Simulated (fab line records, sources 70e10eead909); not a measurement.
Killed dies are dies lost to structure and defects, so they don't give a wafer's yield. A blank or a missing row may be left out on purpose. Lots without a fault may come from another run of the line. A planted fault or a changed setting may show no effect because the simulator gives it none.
One fault seen from 2 desks | flow nand_harc | each desk has only its own numbers; what lay behind them comes last

THE METROLOGY DESK
What the gauges read, lot by lot, whatever tool the lot ran on: means of the sampled wafers that have a number. A lot is out of limits, marked OUT, if its mean lies more than 4 standard deviations from the usual mean; the brackets give that distance.
Columns: A = thk_nm at NHARC_A_BONDPAD_THK_MEAS_30, usual 200.4 nm
lot  | first seen here | A
L344 | day 23 19:57    | 200.3
L343 | day 23 22:14    | 200.2
L347 | day 24 09:29    | 201.5
L349 | day 25 19:58    | 198.8
L348 | day 25 22:08    | 200.8
L353 | day 27 03:40    | 201.8
L355 | day 27 18:46    | 201.2
L356 | day 29 01:00    | 200.5
L359 | day 29 14:22    | 199.3
L360 | day 30 05:16    | 202.2
L363 | day 30 21:21    | 198.8
L364 | day 32 20:47    | 200.8
This desk's finding: nothing out of limits on any of the 12 lots.

THE TOOL OWNER'S DESK: pvd_sputter-02
The tool's own readings at NHARC_A_M1_PRE_CLEAN_30 (time 30 s): means of the sampled wafers that have a number, for each lot that ran on this tool. A lot is out of limits, marked OUT, if its mean lies more than 4 standard deviations from the usual mean; the brackets give that distance.
Columns: A = heater_power_w at NHARC_A_M1_PRE_CLEAN_30, usual 412 W
lot  | first seen here | A
L343 | day 23 19:08    | 448
L349 | day 25 17:07    | 432
L348 | day 25 19:16    | 400
This desk's finding: nothing out of limits on any of the 3 lots.

PUT TOGETHER
The metrology desk saw nothing out of limits.
The tool owner's desk saw nothing out of limits.

WHAT THE SIMULATOR HAD PUT IN
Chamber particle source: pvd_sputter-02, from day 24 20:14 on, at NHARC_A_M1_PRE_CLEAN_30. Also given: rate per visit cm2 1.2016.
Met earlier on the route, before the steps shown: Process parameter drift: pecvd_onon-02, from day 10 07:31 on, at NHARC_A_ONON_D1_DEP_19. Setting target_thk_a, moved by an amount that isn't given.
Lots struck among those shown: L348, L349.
